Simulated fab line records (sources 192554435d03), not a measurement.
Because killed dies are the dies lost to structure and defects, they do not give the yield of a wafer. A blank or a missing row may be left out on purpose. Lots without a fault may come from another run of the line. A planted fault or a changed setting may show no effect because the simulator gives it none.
The tool behind it: which one? :: flow n5_finfet :: 24 lots, 72 wafers sampled, at 6 steps of a route of 1938

## WHAT THE GAUGES SHOWED, per wafer
N5_BEOL_M4_CD_MEAS_28: target cd 26.2 nm, target cd y 24.1 nm.
lot: L075
measured: day 8 00:47
on: cd_sem-03
cd_nm (nm): 26.34 26.48 25.88

lot: L074
measured: day 8 04:28
on: cd_sem-03
cd_nm (nm): 26.04 25.96 26.59

lot: L076
measured: day 8 10:37
on: cd_sem-03
cd_nm (nm): 26.13 26.18 26.06

lot: L077
measured: day 8 21:38
on: cd_sem-02
cd_nm (nm): 26.34 26.15 26.26

lot: L078
measured: day 8 22:01
on: cd_sem-03
cd_nm (nm): 26.28 25.86 25.96

lot: L079
measured: day 9 11:38
on: cd_sem-02
cd_nm (nm): 26.42 25.96 26.25

lot: L081
measured: day 9 16:39
on: cd_sem-02
cd_nm (nm): 26.13 26.29 25.99

lot: L080
measured: day 9 19:50
on: cd_sem-02
cd_nm (nm): 26.55 26.20 26.69

lot: L082
measured: day 9 20:07
on: cd_sem-02
cd_nm (nm): 26.31 26.46 26.21

lot: L084
measured: day 10 11:32
on: cd_sem-02
cd_nm (nm): 25.81 25.59 26.02

lot: L083
measured: day 10 18:40
on: cd_sem-02
cd_nm (nm): 26.35 26.35 26.12

lot: L085
measured: day 10 21:33
on: cd_sem-03
cd_nm (nm): 26.36 26.30 25.98

lot: L086
measured: day 11 15:24
on: cd_sem-02
cd_nm (nm): 26.21 26.32 25.92

lot: L088
measured: day 11 18:08
on: cd_sem-02
cd_nm (nm): 26.18 25.94 26.62

lot: L087
measured: day 12 04:07
on: cd_sem-01
cd_nm (nm): 26.37 25.98 26.11

lot: L091
measured: day 12 09:23
on: cd_sem-01
cd_nm (nm): 26.16 26.27 26.13

lot: L089
measured: day 12 13:19
on: cd_sem-03
cd_nm (nm): 26.22 26.27 25.99

lot: L092
measured: day 12 21:52
on: cd_sem-03
cd_nm (nm): 26.26 27.02 26.55

lot: L090
measured: day 12 22:59
on: cd_sem-01
cd_nm (nm): 25.98 26.51 26.01

lot: L093
measured: day 13 06:44
on: cd_sem-03
cd_nm (nm): 26.37 26.59 26.40

lot: L094
measured: day 13 17:27
on: cd_sem-03
cd_nm (nm): 26.45 26.26 26.35

lot: L095
measured: day 13 21:21
on: cd_sem-01
cd_nm (nm): 26.22 26.21 26.79

lot: L096
measured: day 14 10:35
on: cd_sem-01
cd_nm (nm): 25.86 26.02 26.44

lot: L097
measured: day 14 16:50
on: cd_sem-02
cd_nm (nm): 25.98 26.35 25.95

N5_BEOL_M4_INSPECT_30: inspects for defects (brightfield).
lot: L075
measured: day 8 00:53
on: defect_inspect-01
raw_defect_count: 312 327 370

lot: L074
measured: day 8 04:32
on: defect_inspect-02
raw_defect_count: 490 426 374

lot: L076
measured: day 8 10:43
on: defect_inspect-02
raw_defect_count: 314 374 389

lot: L077
measured: day 8 21:43
on: defect_inspect-01
raw_defect_count: 380 483 461

lot: L078
measured: day 8 22:07
on: defect_inspect-01
raw_defect_count: 433 534 335

lot: L079
measured: day 9 11:44
on: defect_inspect-02
raw_defect_count: 350 295 305

lot: L081
measured: day 9 16:44
on: defect_inspect-02
raw_defect_count: 358 263 266

lot: L080
measured: day 9 19:55
on: defect_inspect-01
raw_defect_count: 380 440 467

lot: L082
measured: day 9 20:11
on: defect_inspect-01
raw_defect_count: 558 381 357

lot: L084
measured: day 10 11:37
on: defect_inspect-01
raw_defect_count: 553 756 517

lot: L083
measured: day 10 18:46
on: defect_inspect-01
raw_defect_count: 375 512 410

lot: L085
measured: day 10 21:38
on: defect_inspect-02
raw_defect_count: 438 374 493

lot: L086
measured: day 11 15:29
on: defect_inspect-01
raw_defect_count: 291 436 361

lot: L088
measured: day 11 18:14
on: defect_inspect-02
raw_defect_count: 331 350 359

lot: L087
measured: day 12 04:12
on: defect_inspect-02
raw_defect_count: 404 483 443

lot: L091
measured: day 12 09:29
on: defect_inspect-02
raw_defect_count: 469 310 264

lot: L089
measured: day 12 13:23
on: defect_inspect-02
raw_defect_count: 463 369 481

lot: L092
measured: day 12 21:56
on: defect_inspect-01
raw_defect_count: 514 394 426

lot: L090
measured: day 12 23:05
on: defect_inspect-02
raw_defect_count: 561 536 428

lot: L093
measured: day 13 06:50
on: defect_inspect-02
raw_defect_count: 339 366 366

lot: L094
measured: day 13 17:32
on: defect_inspect-01
raw_defect_count: 329 465 281

lot: L095
measured: day 13 21:27
on: defect_inspect-01
raw_defect_count: 216 233 227

lot: L096
measured: day 14 10:41
on: defect_inspect-01
raw_defect_count: 282 228 285

lot: L097
measured: day 14 16:56
on: defect_inspect-02
raw_defect_count: 387 298 300

## EACH LOT AND THE TOOL THAT RAN IT (in order: tool; ch and the chambers of the sampled wafers; start)
lot: L075
N5_BEOL_M3_STRIP_97: rie_diel-03 ch 0,1,3, day 7 17:51 or earlier
N5_BEOL_M3_SURFACE_TREAT_85: pvd_sputter-01, day 7 17:51
N5_BEOL_M3_SPUTTER_94: pvd_sputter-02, day 7 19:53
N5_BEOL_M3_ANNEAL_95: pvd_sputter-02, day 7 19:58

lot: L074
N5_BEOL_M3_STRIP_97: rie_diel-03 ch 2,3, day 7 23:16 or earlier
N5_BEOL_M3_SURFACE_TREAT_85: pvd_sputter-03, day 7 23:16
N5_BEOL_M3_SPUTTER_94: pvd_sputter-02, day 8 01:27
N5_BEOL_M3_ANNEAL_95: pvd_sputter-02, day 8 01:32

lot: L076
N5_BEOL_M3_STRIP_97: rie_diel-01 ch 1,2,3, day 8 04:24 or earlier
N5_BEOL_M3_SURFACE_TREAT_85: pvd_sputter-03, day 8 04:24
N5_BEOL_M3_SPUTTER_94: pvd_sputter-01, day 8 07:15
N5_BEOL_M3_ANNEAL_95: pvd_sputter-01, day 8 07:20

lot: L077
N5_BEOL_M3_STRIP_97: rie_diel-02 ch 2,3, day 8 12:15 or earlier
N5_BEOL_M3_SURFACE_TREAT_85: pvd_sputter-03, day 8 12:15
N5_BEOL_M3_SPUTTER_94: pvd_sputter-02, day 8 14:01
N5_BEOL_M3_ANNEAL_95: pvd_sputter-02, day 8 14:05

lot: L078
N5_BEOL_M3_STRIP_97: rie_diel-03 ch 0,2,3, day 8 12:25 or earlier
N5_BEOL_M3_SURFACE_TREAT_85: pvd_sputter-02, day 8 12:25
N5_BEOL_M3_SPUTTER_94: pvd_sputter-01, day 8 14:35
N5_BEOL_M3_ANNEAL_95: pvd_sputter-01, day 8 14:40

lot: L079
N5_BEOL_M3_STRIP_97: rie_diel-02 ch 1,2,3, day 9 03:02 or earlier
N5_BEOL_M3_SURFACE_TREAT_85: pvd_sputter-03, day 9 03:02
N5_BEOL_M3_SPUTTER_94: pvd_sputter-02, day 9 04:57
N5_BEOL_M3_ANNEAL_95: pvd_sputter-02, day 9 05:02

lot: L081
N5_BEOL_M3_STRIP_97: rie_diel-01 ch 0,3, day 9 08:09 or earlier
N5_BEOL_M3_SURFACE_TREAT_85: pvd_sputter-03, day 9 08:09
N5_BEOL_M3_SPUTTER_94: pvd_sputter-03, day 9 09:56
N5_BEOL_M3_ANNEAL_95: pvd_sputter-03, day 9 10:01

lot: L080
N5_BEOL_M3_STRIP_97: rie_diel-02 ch 1,3, day 9 11:17 or earlier
N5_BEOL_M3_SURFACE_TREAT_85: pvd_sputter-02, day 9 11:17
N5_BEOL_M3_SPUTTER_94: pvd_sputter-03, day 9 13:08
N5_BEOL_M3_ANNEAL_95: pvd_sputter-03, day 9 13:13

lot: L082
N5_BEOL_M3_STRIP_97: rie_diel-03 ch 1,2,3, day 9 11:33 or earlier
N5_BEOL_M3_SURFACE_TREAT_85: pvd_sputter-03, day 9 11:33
N5_BEOL_M3_SPUTTER_94: pvd_sputter-03, day 9 14:58
N5_BEOL_M3_ANNEAL_95: pvd_sputter-03, day 9 15:03

lot: L084
N5_BEOL_M3_STRIP_97: rie_diel-02 ch 0,3, day 9 23:16 or earlier
N5_BEOL_M3_SURFACE_TREAT_85: pvd_sputter-03, day 9 23:16
N5_BEOL_M3_SPUTTER_94: pvd_sputter-03, day 10 08:39
N5_BEOL_M3_ANNEAL_95: pvd_sputter-03, day 10 08:44

lot: L083
N5_BEOL_M3_STRIP_97: rie_diel-01 ch 0,1,2, day 10 10:10 or earlier
N5_BEOL_M3_SURFACE_TREAT_85: pvd_sputter-03, day 10 10:10
N5_BEOL_M3_SPUTTER_94: pvd_sputter-03, day 10 12:07
N5_BEOL_M3_ANNEAL_95: pvd_sputter-03, day 10 12:11

lot: L085
N5_BEOL_M3_STRIP_97: rie_diel-01 ch 0,1,3, day 10 13:25 or earlier
N5_BEOL_M3_SURFACE_TREAT_85: pvd_sputter-03, day 10 13:25
N5_BEOL_M3_SPUTTER_94: pvd_sputter-01, day 10 15:16
N5_BEOL_M3_ANNEAL_95: pvd_sputter-01, day 10 15:20

lot: L086
N5_BEOL_M3_STRIP_97: rie_diel-02 ch 0,1,3, day 11 08:17 or earlier
N5_BEOL_M3_SURFACE_TREAT_85: pvd_sputter-01, day 11 08:17
N5_BEOL_M3_SPUTTER_94: pvd_sputter-01, day 11 10:03
N5_BEOL_M3_ANNEAL_95: pvd_sputter-01, day 11 10:08

lot: L088
N5_BEOL_M3_STRIP_97: rie_diel-02 ch 0,2,3, day 11 12:14 or earlier
N5_BEOL_M3_SURFACE_TREAT_85: pvd_sputter-02, day 11 12:14
N5_BEOL_M3_SPUTTER_94: pvd_sputter-02, day 11 14:13
N5_BEOL_M3_ANNEAL_95: pvd_sputter-02, day 11 14:17

lot: L087
N5_BEOL_M3_STRIP_97: rie_diel-01 ch 1,3, day 11 22:38 or earlier
N5_BEOL_M3_SURFACE_TREAT_85: pvd_sputter-02, day 11 22:38
N5_BEOL_M3_SPUTTER_94: pvd_sputter-02, day 12 00:26
N5_BEOL_M3_ANNEAL_95: pvd_sputter-02, day 12 00:31

lot: L091
N5_BEOL_M3_STRIP_97: rie_diel-01 ch 1,3, day 12 04:07 or earlier
N5_BEOL_M3_SURFACE_TREAT_85: pvd_sputter-02, day 12 04:07
N5_BEOL_M3_SPUTTER_94: pvd_sputter-01, day 12 05:56
N5_BEOL_M3_ANNEAL_95: pvd_sputter-01, day 12 06:01

lot: L089
N5_BEOL_M3_STRIP_97: rie_diel-02 ch 2,3, day 12 08:11 or earlier
N5_BEOL_M3_SURFACE_TREAT_85: pvd_sputter-01, day 12 08:11
N5_BEOL_M3_SPUTTER_94: pvd_sputter-01, day 12 10:14
N5_BEOL_M3_ANNEAL_95: pvd_sputter-01, day 12 10:19

lot: L092
N5_BEOL_M3_STRIP_97: rie_diel-01 ch 1,2,3, day 12 13:34 or earlier
N5_BEOL_M3_SURFACE_TREAT_85: pvd_sputter-02, day 12 13:34
N5_BEOL_M3_SPUTTER_94: pvd_sputter-02, day 12 15:33
N5_BEOL_M3_ANNEAL_95: pvd_sputter-02, day 12 15:38

lot: L090
N5_BEOL_M3_STRIP_97: rie_diel-02 ch 0,1,2, day 12 17:21 or earlier
N5_BEOL_M3_SURFACE_TREAT_85: pvd_sputter-02, day 12 17:21
N5_BEOL_M3_SPUTTER_94: pvd_sputter-03, day 12 19:08
N5_BEOL_M3_ANNEAL_95: pvd_sputter-03, day 12 19:13

lot: L093
N5_BEOL_M3_STRIP_97: rie_diel-01 ch 1,2,3, day 12 22:07 or earlier
N5_BEOL_M3_SURFACE_TREAT_85: pvd_sputter-01, day 12 22:07
N5_BEOL_M3_SPUTTER_94: pvd_sputter-01, day 13 02:20
N5_BEOL_M3_ANNEAL_95: pvd_sputter-01, day 13 02:25

lot: L094
N5_BEOL_M3_STRIP_97: rie_diel-03 ch 0,1,2, day 13 11:17 or earlier
N5_BEOL_M3_SURFACE_TREAT_85: pvd_sputter-02, day 13 11:17
N5_BEOL_M3_SPUTTER_94: pvd_sputter-01, day 13 13:05
N5_BEOL_M3_ANNEAL_95: pvd_sputter-01, day 13 13:10

lot: L095
N5_BEOL_M3_STRIP_97: rie_diel-03 ch 0,2,3, day 13 14:20 or earlier
N5_BEOL_M3_SURFACE_TREAT_85: pvd_sputter-01, day 13 14:20
N5_BEOL_M3_SPUTTER_94: pvd_sputter-03, day 13 16:34
N5_BEOL_M3_ANNEAL_95: pvd_sputter-03, day 13 16:39

lot: L096
N5_BEOL_M3_STRIP_97: rie_diel-01 ch 0,1,2, day 14 04:04 or earlier
N5_BEOL_M3_SURFACE_TREAT_85: pvd_sputter-03, day 14 04:04
N5_BEOL_M3_SPUTTER_94: pvd_sputter-03, day 14 06:01
N5_BEOL_M3_ANNEAL_95: pvd_sputter-03, day 14 06:06

lot: L097
N5_BEOL_M3_STRIP_97: rie_diel-02 ch 0,1,2, day 14 11:32 or earlier
N5_BEOL_M3_SURFACE_TREAT_85: pvd_sputter-03, day 14 11:32
N5_BEOL_M3_SPUTTER_94: pvd_sputter-03, day 14 13:34
N5_BEOL_M3_ANNEAL_95: pvd_sputter-03, day 14 13:38
- N5_BEOL_M3_STRIP_97: strips in N2/H2, time 10 s.
- N5_BEOL_M3_SURFACE_TREAT_85
- N5_BEOL_M3_SPUTTER_94: material Cu, target thk 4.5 nm, time 8.29 s.
- N5_BEOL_M3_ANNEAL_95: time 240 s.

## WHAT THE TOOLS THEMSELVES READ (means of the sampled wafers that have a number; where no wafer has one, the mark that the record gives instead)
N5_BEOL_M3_STRIP_97.
lot: L075
tool: rie_diel-03
drypump_motor_current_A (A): 5.6
oes_product_au (a.u.): 0.73
rf_vpp_V (V): 59.0
showerhead_plenum_p_Torr (Torr): 2.48
throttle_valve_pct (%): 24.08

lot: L074
tool: rie_diel-03
drypump_motor_current_A (A): 5.4
oes_product_au (a.u.): 0.76
rf_vpp_V (V): 59.3
showerhead_plenum_p_Torr (Torr): 2.52
throttle_valve_pct (%): 23.84

lot: L076
tool: rie_diel-01
drypump_motor_current_A (A): 6.0
oes_product_au (a.u.): 0.74
rf_vpp_V (V): 58.7
showerhead_plenum_p_Torr (Torr): 2.54
throttle_valve_pct (%): 23.95

lot: L077
tool: rie_diel-02
drypump_motor_current_A (A): 5.3
oes_product_au (a.u.): 0.87
rf_vpp_V (V): 59.9
showerhead_plenum_p_Torr (Torr): 2.64
throttle_valve_pct (%): 23.73

lot: L078
tool: rie_diel-03
drypump_motor_current_A (A): 5.5
oes_product_au (a.u.): 0.75
rf_vpp_V (V): 59.0
showerhead_plenum_p_Torr (Torr): 2.52
throttle_valve_pct (%): 23.95

lot: L079
tool: rie_diel-02
drypump_motor_current_A (A): 5.4
oes_product_au (a.u.): 0.80
rf_vpp_V (V): 59.3
showerhead_plenum_p_Torr (Torr): 2.62
throttle_valve_pct (%): 23.87

lot: L081
tool: rie_diel-01
drypump_motor_current_A (A): 6.3
oes_product_au (a.u.): 0.72
rf_vpp_V (V): 59.1
showerhead_plenum_p_Torr (Torr): 2.47
throttle_valve_pct (%): 23.96

lot: L080
tool: rie_diel-02
drypump_motor_current_A (A): 5.4
oes_product_au (a.u.): 0.80
rf_vpp_V (V): 58.5
showerhead_plenum_p_Torr (Torr): 2.65
throttle_valve_pct (%): 23.88

lot: L082
tool: rie_diel-03
drypump_motor_current_A (A): 5.6
oes_product_au (a.u.): 0.81
rf_vpp_V (V): 59.4
showerhead_plenum_p_Torr (Torr): 2.58
throttle_valve_pct (%): 23.91

lot: L084
tool: rie_diel-02
drypump_motor_current_A (A): 5.5
oes_product_au (a.u.): 0.87
rf_vpp_V (V): 59.5
showerhead_plenum_p_Torr (Torr): 2.55
throttle_valve_pct (%): 23.35

lot: L083
tool: rie_diel-01
drypump_motor_current_A (A): 5.8
oes_product_au (a.u.): 0.72
rf_vpp_V (V): 59.6
showerhead_plenum_p_Torr (Torr): 2.56
throttle_valve_pct (%): 23.98

lot: L085
tool: rie_diel-01
drypump_motor_current_A (A): 6.1
oes_product_au (a.u.): 0.72
rf_vpp_V (V): 58.9
showerhead_plenum_p_Torr (Torr): 2.49
throttle_valve_pct (%): 24.01

lot: L086
tool: rie_diel-02
drypump_motor_current_A (A): 5.5
oes_product_au (a.u.): 0.83
rf_vpp_V (V): 59.0
showerhead_plenum_p_Torr (Torr): 2.60
throttle_valve_pct (%): 23.63

lot: L088
tool: rie_diel-02
drypump_motor_current_A (A): 5.5
oes_product_au (a.u.): 0.81
rf_vpp_V (V): 59.7
showerhead_plenum_p_Torr (Torr): 2.56
throttle_valve_pct (%): 23.64

lot: L087
tool: rie_diel-01
drypump_motor_current_A (A): 6.1
oes_product_au (a.u.): 0.72
rf_vpp_V (V): 58.5
showerhead_plenum_p_Torr (Torr): 2.49
throttle_valve_pct (%): 24.07

lot: L091
tool: rie_diel-01
drypump_motor_current_A (A): 6.3
oes_product_au (a.u.): 0.72
rf_vpp_V (V): 58.6
showerhead_plenum_p_Torr (Torr): 2.45
throttle_valve_pct (%): 24.01

lot: L089
tool: rie_diel-02
drypump_motor_current_A (A): 5.5
oes_product_au (a.u.): 0.76
rf_vpp_V (V): 59.8
showerhead_plenum_p_Torr (Torr): 2.57
throttle_valve_pct (%): 23.88

lot: L092
tool: rie_diel-01
drypump_motor_current_A (A): 6.0
oes_product_au (a.u.): 0.72
rf_vpp_V (V): 59.4
showerhead_plenum_p_Torr (Torr): 2.52
throttle_valve_pct (%): 23.98

lot: L090
tool: rie_diel-02
drypump_motor_current_A (A): 5.7
oes_product_au (a.u.): 0.74
rf_vpp_V (V): 59.0
showerhead_plenum_p_Torr (Torr): 2.54
throttle_valve_pct (%): 23.78

lot: L093
tool: rie_diel-01
drypump_motor_current_A (A): 6.0
oes_product_au (a.u.): 0.72
rf_vpp_V (V): 59.1
showerhead_plenum_p_Torr (Torr): 2.52
throttle_valve_pct (%): 23.99

lot: L094
tool: rie_diel-03
drypump_motor_current_A (A): 5.6
oes_product_au (a.u.): 0.77
rf_vpp_V (V): 59.7
showerhead_plenum_p_Torr (Torr): 2.58
throttle_valve_pct (%): 23.91

lot: L095
tool: rie_diel-03
drypump_motor_current_A (A): 5.4
oes_product_au (a.u.): 0.72
rf_vpp_V (V): 59.1
showerhead_plenum_p_Torr (Torr): 2.51
throttle_valve_pct (%): 23.99

lot: L096
tool: rie_diel-01
drypump_motor_current_A (A): 5.8
oes_product_au (a.u.): 0.70
rf_vpp_V (V): 58.8
showerhead_plenum_p_Torr (Torr): 2.55
throttle_valve_pct (%): 24.03

lot: L097
tool: rie_diel-02
drypump_motor_current_A (A): 5.7
oes_product_au (a.u.): 0.74
rf_vpp_V (V): 59.3
showerhead_plenum_p_Torr (Torr): 2.53
throttle_valve_pct (%): 23.80

N5_BEOL_M3_SPUTTER_94.
lot: L075
tool: pvd_sputter-02
chamber_pressure_pa (Pa): 0.07
susceptor_temp_C (C): -20.03
throttle_valve_pct (%): 30.0

lot: L074
tool: pvd_sputter-02
chamber_pressure_pa (Pa): 0.07
susceptor_temp_C (C): -19.98
throttle_valve_pct (%): 31.0

lot: L076
tool: pvd_sputter-01
chamber_pressure_pa (Pa): 0.07
susceptor_temp_C (C): -19.99
throttle_valve_pct (%): 30.4

lot: L077
tool: pvd_sputter-02
chamber_pressure_pa (Pa): 0.07
susceptor_temp_C (C): -19.99
throttle_valve_pct (%): 31.0

lot: L078
tool: pvd_sputter-01
chamber_pressure_pa (Pa): 0.07
susceptor_temp_C (C): -19.99
throttle_valve_pct (%): 30.3

lot: L079
tool: pvd_sputter-02
chamber_pressure_pa (Pa): 0.07
susceptor_temp_C (C): -20.07
throttle_valve_pct (%): 31.5

lot: L081
tool: pvd_sputter-03
chamber_pressure_pa (Pa): 0.07
susceptor_temp_C (C): -19.99
throttle_valve_pct (%): 29.9

lot: L080
tool: pvd_sputter-03
chamber_pressure_pa (Pa): 0.07
susceptor_temp_C (C): -20.06
throttle_valve_pct (%): 30.6

lot: L082
tool: pvd_sputter-03
chamber_pressure_pa (Pa): 0.07
susceptor_temp_C (C): -19.92
throttle_valve_pct (%): 29.6

lot: L084
tool: pvd_sputter-03
chamber_pressure_pa (Pa): 0.07
susceptor_temp_C (C): -20.06
throttle_valve_pct (%): 30.0

lot: L083
tool: pvd_sputter-03
chamber_pressure_pa (Pa): 0.07
susceptor_temp_C (C): -20.02
throttle_valve_pct (%): 30.1

lot: L085
tool: pvd_sputter-01
chamber_pressure_pa (Pa): 0.07
susceptor_temp_C (C): -20.06
throttle_valve_pct (%): 30.2

lot: L086
tool: pvd_sputter-01
chamber_pressure_pa (Pa): 0.07
susceptor_temp_C (C): -19.95
throttle_valve_pct (%): 30.8

lot: L088
tool: pvd_sputter-02
chamber_pressure_pa (Pa): 0.07
susceptor_temp_C (C): -19.93
throttle_valve_pct (%): 30.8

lot: L087
tool: pvd_sputter-02
chamber_pressure_pa (Pa): 0.07
susceptor_temp_C (C): -19.99
throttle_valve_pct (%): 31.3

lot: L091
tool: pvd_sputter-01
chamber_pressure_pa (Pa): 0.07
susceptor_temp_C (C): -20.11
throttle_valve_pct (%): 31.2

lot: L089
tool: pvd_sputter-01
chamber_pressure_pa (Pa): 0.07
susceptor_temp_C (C): -20.07
throttle_valve_pct (%): 30.4

lot: L092
tool: pvd_sputter-02
chamber_pressure_pa (Pa): 0.07
susceptor_temp_C (C): -20.06
throttle_valve_pct (%): 31.1

lot: L090
tool: pvd_sputter-03
chamber_pressure_pa (Pa): 0.07
susceptor_temp_C (C): -20.01
throttle_valve_pct (%): 30.9

lot: L093
tool: pvd_sputter-01
chamber_pressure_pa (Pa): 0.07
susceptor_temp_C (C): -19.91
throttle_valve_pct (%): 31.3

lot: L094
tool: pvd_sputter-01
chamber_pressure_pa (Pa): 0.07
susceptor_temp_C (C): -20.00
throttle_valve_pct (%): 31.0

lot: L095
tool: pvd_sputter-03
chamber_pressure_pa (Pa): 0.07
susceptor_temp_C (C): -20.12
throttle_valve_pct (%): 30.5

lot: L096
tool: pvd_sputter-03
chamber_pressure_pa (Pa): 0.07
susceptor_temp_C (C): -20.00
throttle_valve_pct (%): 30.2

lot: L097
tool: pvd_sputter-03
chamber_pressure_pa (Pa): 0.07
susceptor_temp_C (C): -19.99
throttle_valve_pct (%): 30.7

N5_BEOL_M3_ANNEAL_95.
lot: L075
tool: pvd_sputter-02
heater_power_w (W): 994
susceptor_temp_C (C): 400.02

lot: L074
tool: pvd_sputter-02
heater_power_w (W): 871
susceptor_temp_C (C): 399.80

lot: L076
tool: pvd_sputter-01
heater_power_w (W): 788
susceptor_temp_C (C): 399.96

lot: L077
tool: pvd_sputter-02
heater_power_w (W): 919
susceptor_temp_C (C): 399.93

lot: L078
tool: pvd_sputter-01
heater_power_w (W): 774
susceptor_temp_C (C): 400.12

lot: L079
tool: pvd_sputter-02
heater_power_w (W): 852
susceptor_temp_C (C): 400.07

lot: L081
tool: pvd_sputter-03
heater_power_w (W): 774
susceptor_temp_C (C): 399.86

lot: L080
tool: pvd_sputter-03
heater_power_w (W): 817
susceptor_temp_C (C): 400.03

lot: L082
tool: pvd_sputter-03
heater_power_w (W): 817
susceptor_temp_C (C): 400.24

lot: L084
tool: pvd_sputter-03
heater_power_w (W): 786
susceptor_temp_C (C): 399.88

lot: L083
tool: pvd_sputter-03
heater_power_w (W): 818
susceptor_temp_C (C): 399.85

lot: L085
tool: pvd_sputter-01
heater_power_w (W): 780
susceptor_temp_C (C): 400.34

lot: L086
tool: pvd_sputter-01
heater_power_w (W): 764
susceptor_temp_C (C): 400.10

lot: L088
tool: pvd_sputter-02
heater_power_w (W): 935
susceptor_temp_C (C): 400.10

lot: L087
tool: pvd_sputter-02
heater_power_w (W): 895
susceptor_temp_C (C): 400.21

lot: L091
tool: pvd_sputter-01
heater_power_w (W): 881
susceptor_temp_C (C): 399.90

lot: L089
tool: pvd_sputter-01
heater_power_w (W): 785
susceptor_temp_C (C): 399.89

lot: L092
tool: pvd_sputter-02
heater_power_w (W): 906
susceptor_temp_C (C): 400.02

lot: L090
tool: pvd_sputter-03
heater_power_w (W): 841
susceptor_temp_C (C): 399.77

lot: L093
tool: pvd_sputter-01
heater_power_w (W): 875
susceptor_temp_C (C): 400.14

lot: L094
tool: pvd_sputter-01
heater_power_w (W): 760
susceptor_temp_C (C): 400.06

lot: L095
tool: pvd_sputter-03
heater_power_w (W): 786
susceptor_temp_C (C): 400.13

lot: L096
tool: pvd_sputter-03
heater_power_w (W): 820
susceptor_temp_C (C): 399.84

lot: L097
tool: pvd_sputter-03
heater_power_w (W): 805
susceptor_temp_C (C): 399.97

## THE ANSWER, worked out from the rows above alone
Rule: the usual values come from the lots themselves. The widest of any qualifying gaps counts: lots, ordered by their means at a reading, are off when they make up no more than a third of the lots, leave a main group of 4 or more, and stand apart from it by 3 or more times the standard deviation of that group's means. A main group is skipped when, at the precision printed for the reading in the tables above, its means are all equal. A lot without any number at a reading at which 4 lots or more have one is off too. The other lots that the step has rows for count as sound. Order of review: gauges by route order, followed by the tools' own readings, for which a lot's mean as printed above is used. The first step at which some lot is off is used, and at that step the reading that is off furthest; a lot without a number counts as furthest.
Nothing can be told from this: no lot is off at any reading shown.

## WHAT THE SIMULATOR PUT IN
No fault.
